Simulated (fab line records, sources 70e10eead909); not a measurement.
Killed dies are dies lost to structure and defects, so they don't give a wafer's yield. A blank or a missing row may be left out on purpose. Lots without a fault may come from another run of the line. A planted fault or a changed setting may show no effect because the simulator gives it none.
Chamber matching | flow nand_harc | NHARC_A_M0_DEP_32 on pecvd-04: 3 sister chambers
The step deposits SiCN, target thk 30 nm. 14 wafers are shown with their chamber, then 7 later ones without.

WAFERS WITH THEIR CHAMBER
wafer  | chamber | heater_power_w (W) | susceptor_temp_C (C)
L074.2 | 2       | 513                | 370.01
L074.5 | 1       | 591                | 370.04
L074.6 | 2       | 516                | 370.11
L079.2 | 2       | 493                | 369.96
L079.5 | 2       | 501                | 369.95
L079.6 | 0       | 543                | 370.09
L082.1 | 1       | 587                | 369.93
L082.4 | 2       | 487                | 370.01
L082.6 | 1       | 586                | 369.86
L084.1 | 1       | 512                | 369.75
L084.3 | 2       | 521                | 370.09
L084.5 | 0       | 573                | 370.19
L083.1 | 0       | 495                | 369.95
L083.5 | 2       | 445                | 369.91

SIGNATURES (means of the wafers above)
reading          | chamber 0 | chamber 1 | chamber 2 | scatter within a chamber
heater_power_w   | 537.00    | 569.00    | 496.57    | 32.3
susceptor_temp_C | 370.0767  | 369.8950  | 370.0057  | 0.0981
Rule: a wafer's distance from a chamber is the root of the sum, over the readings, of the square of ((its reading less the chamber's mean) divided by the reading's scatter). The wafer belongs to the nearest chamber; if the next one is less than 2 further off, it can't be placed. The scatter: the root of (the sum of the squares of (reading less its chamber's mean) over the shown wafers, divided by (wafers less chambers)).

WAFERS WITHOUT THEIR CHAMBER
wafer  | heater_power_w (W) | susceptor_temp_C (C)
L083.6 | 497                | 369.98
L094.4 | 557                | 370.20
L094.5 | 442                | 370.25
L094.6 | 488                | 369.90
L096.3 | 443                | 369.97
L096.4 | 536                | 370.19
L096.5 | 640                | 370.30

WHICH CHAMBER EACH WENT THROUGH
wafer  | from the rows above          | in truth
L083.6 | can't be placed: 2 or 0      | 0
L094.4 | can't be placed: 0 or 2 or 1 | 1
L094.5 | can't be placed: 2 or 0      | 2
L094.6 | can't be placed: 2 or 0 or 1 | 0
L096.3 | can't be placed: 2 or 0      | 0
L096.4 | can't be placed: 0 or 2      | 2
L096.5 | can't be placed: 0 or 1 or 2 | 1
Placed correctly: 0 of 7. Can't be placed from these rows: 7 (the true chamber is among the candidates in 7). Placed wrongly: 0.
